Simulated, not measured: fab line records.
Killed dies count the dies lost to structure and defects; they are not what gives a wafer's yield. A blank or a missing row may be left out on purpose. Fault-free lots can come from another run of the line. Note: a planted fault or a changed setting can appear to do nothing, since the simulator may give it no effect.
A lot that was struck, set against a sound lot / flow n5-finfet / 23 steps out of a route of 1938
Sound: these wafers, L595.2, L595.4, L595.5. Wafers struck: L593.4, L593.5, L593.6. The cause is named last.
Per side, at each step with rows, come the tool, then ch with its chambers, and then its first start. Under that, the readings that differ: sound wafers / struck wafers / difference of the means / sigmas: that difference in standard deviations of wafers without a fault.
alike: same words and numbers on both sides, and readings whose means sit less than 2 such deviations apart. not compared: any withheld reading, any reading some wafer has no value for, any bound like >300 that may hide the same value, and any number with overlapping values for which the record gives no deviation.
The two part at a step that has a row with sigmas, a row that says differs or no value, or rows on one side only. Numbers that don't overlap but have no deviation are shown without sigmas and don't part them. Lack of a reading on every wafer of one side parts them only where that side has two or more wafers.

first, 8 steps without rows for these wafers: N5_BEOL_M7_ANNEAL_51 (time 90 s); N5_BEOL_M7_CMP_52 (polishes, stops on SiCOH lowk, t overpolish 6.9 s, target thk 80 nm); N5_BEOL_M7_PRE_CLEAN_55 (time 15 s); N5_BEOL_M7_DEP_56 (deposits SiCN from 3MS/NH3, target thk 10 nm, time 17.5 s); N5_BEOL_M8_ILD_DEP_00 (deposits SiCOH lowk from DEMS/porogen, target thk 179.75 nm, time 33.4 s); N5_BEOL_M8_CURE_74 (cures SiCOH lowk, time 240 s); N5_BEOL_M8_PECVD_70 (deposits SiO2 from TEOS/O2, target thk 20 nm, time 22.7 s); N5_BEOL_M8_HM_DEP_02 (deposits TiN, target thk 20 nm).
N5_BEOL_M8_COAT_59: time 60 s, resist thk 100 nm.
  sound on litho-track-05 ch 0, day 14 23:54; struck on litho-track-04 ch 0, day 14 03:24
reading=spin-speed-rpm (rpm); sound=1500.5 1499.9 1498.9; struck=1831.2 1831.2 1831.6; difference=+331.6; sigmas=+99 or more
reading=model.SOC_of_BEOL_M8_COAT_59.thk-nm (nm); sound=100 100.2 100.2; struck=90.8 90.6 91.4; difference=-9.2; sigmas=
then, 9 steps without rows for these wafers: N5_BEOL_M8_COAT_60 (time 60 s, resist thk 35 nm); N5_BEOL_M8_COAT_05 (resist thk 90 nm); N5_BEOL_M8_EBR_07; N5_BEOL_M8_SOFTBAKE_06 (time 60 s); N5_BEOL_M8_EXPOSE_08 (exposes mask M8); N5_BEOL_M8_PEB_09 (peb time 60 s); N5_BEOL_M8_DEVELOP_10 (develop time 30 s); N5_BEOL_M8_DESCUM_16 (chemistry O2, time 7.9 s); N5_BEOL_M8_ETCH_61 (etches SiARC in CF4, target depth 45.5 nm, time 75.8 s).
N5_BEOL_M8_ETCH_62: etches SOC in N2/H2, target depth 110 nm, overetch 22 nm, time 165 s.
  sound on rie-diel-02 ch 0,3, day 15 00:41; struck on rie-diel-06 ch 0,1,3, day 14 04:11
reading=model.etch.depth-nm (nm); sound=100 100.2 100.1; struck=90.89 90.61 91.32; difference=-9.16; sigmas=
  alike: drypump-motor-current-A, oes-product-au, rf-vpp-V, showerhead-plenum-p-Torr, throttle-valve-pct
  not compared: rf-hours-counter-h
then, 2 steps without rows for these wafers: N5_BEOL_M8_STRIP_68 (strips in N2/H2); N5_BEOL_M8_STRIP_67 (strips in CF4).
N5_BEOL_M8_HM_OPEN_17: chemistry Cl2/BCl3, target TiN, target depth 20 nm, overetch 6 nm.
  sound on rie-metal-03 ch 0,1, day 15 00:53; struck on rie-metal-02 ch 0,1, day 14 04:19
reading=model.SOC_of_BEOL_M8_COAT_59.thk-nm (nm); sound=92.2 92.4 92.2; struck=82.8 82.6 83.2; difference=-9.4; sigmas=
  alike: drypump-motor-current-A, mfc-cl2-sccm, oes-product-au, throttle-valve-pct
  not compared: rf-hours-counter-h
then, 1 step without rows for these wafers: N5_BEOL_M8_STRIP_19 (strips in O2).

== WHERE THEY PART ==
N5_BEOL_M8_COAT_59 only, going by this record. Later steps at which nothing parts them and some readings are alike: N5_BEOL_M8_ETCH_62, N5_BEOL_M8_HM_OPEN_17.

WHY: whatever the simulator had introduced
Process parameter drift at N5_BEOL_M8_COAT_59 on litho-track-04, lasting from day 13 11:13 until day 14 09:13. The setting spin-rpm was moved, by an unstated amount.
